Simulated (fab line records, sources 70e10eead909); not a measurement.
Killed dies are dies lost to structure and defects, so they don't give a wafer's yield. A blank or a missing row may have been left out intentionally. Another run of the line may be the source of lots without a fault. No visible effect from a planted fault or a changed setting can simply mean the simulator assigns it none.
Chamber matching + flow nandHarc + NHARC_A_CHANNEL_FILL_D2_ETCHBACK_08 on rieDiel-09: 4 sister chambers
The step etches the open film in C4F8, target depth 220 nm, time 110 s. 14 wafers are shown with their chamber, then 7 later ones without.

EACH WAFER AND ITS CHAMBER
| wafer  | chamber | rfVppV (V) | oesProductAu (a.u.) |
|--------|---------|------------|---------------------|
| L529.2 | 0       | 438        | 1.00                |
| L529.3 | 3       | 437        | 1.01                |
| L529.5 | 0       | 438        | 1.02                |
| L530.1 | 2       | 438        | 1.00                |
| L530.2 | 0       | 439        | 1.03                |
| L530.4 | 3       | 438        | 1.00                |
| L531.1 | 1       | 443        | 0.99                |
| L531.2 | 2       | 438        | 0.99                |
| L531.6 | 3       | 437        | 1.02                |
| L533.2 | 1       | 441        | 0.92                |
| L533.3 | 0       | 438        | 0.94                |
| L533.6 | 1       | 442        | 0.92                |
| L535.2 | 1       | 441        | 0.94                |
| L535.3 | 2       | 438        | 0.92                |

SIGNATURES, as means of the wafers listed above
| reading      | chamber 0 | chamber 1 | chamber 2 | chamber 3 | scatter within a chamber |
|--------------|-----------|-----------|-----------|-----------|--------------------------|
| rfVppV       | 438.25    | 441.75    | 438.00    | 437.33    | 0.645                    |
| oesProductAu | 0.9975    | 0.9425    | 0.9700    | 1.0100    | 0.0349                   |
Rule: distance of a wafer from a chamber = root of the sum over the readings of ((wafer's reading minus chamber's mean) / reading's scatter) squared. If the next closest chamber is less than 2 further off than the closest, the wafer can't be placed; otherwise it belongs to the closest. The scatter: take each reading less its chamber's mean, square it, sum over the shown wafers, divide by the number of wafers less the number of chambers, and take the root.

WAFERS WHOSE CHAMBER IS MISSING
| wafer  | rfVppV (V) | oesProductAu (a.u.) |
|--------|------------|---------------------|
| L535.5 | 437        | 0.94                |
| L537.2 | 436        | 1.00                |
| L537.3 | 437        | 1.01                |
| L537.4 | 442        | 0.99                |
| L538.2 | 437        | 1.00                |
| L538.5 | 438        | 1.00                |
| L538.6 | 437        | 0.98                |

CHAMBER TAKEN BY EACH
| wafer  | from the rows above          | in truth |
|--------|------------------------------|----------|
| L535.5 | can't be placed: 2 or 3 or 0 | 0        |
| L537.2 | can't be placed: 3 or 2 or 0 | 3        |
| L537.3 | can't be placed: 3 or 2 or 0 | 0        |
| L537.4 | 1                            | 1        |
| L538.2 | can't be placed: 3 or 2 or 0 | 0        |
| L538.5 | can't be placed: 0 or 2 or 3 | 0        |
| L538.6 | can't be placed: 3 or 2 or 0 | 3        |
1 of 7 placed correctly. From these rows, 6 cannot be placed; in 6 the true chamber is one of the candidates. 0 placed wrongly.
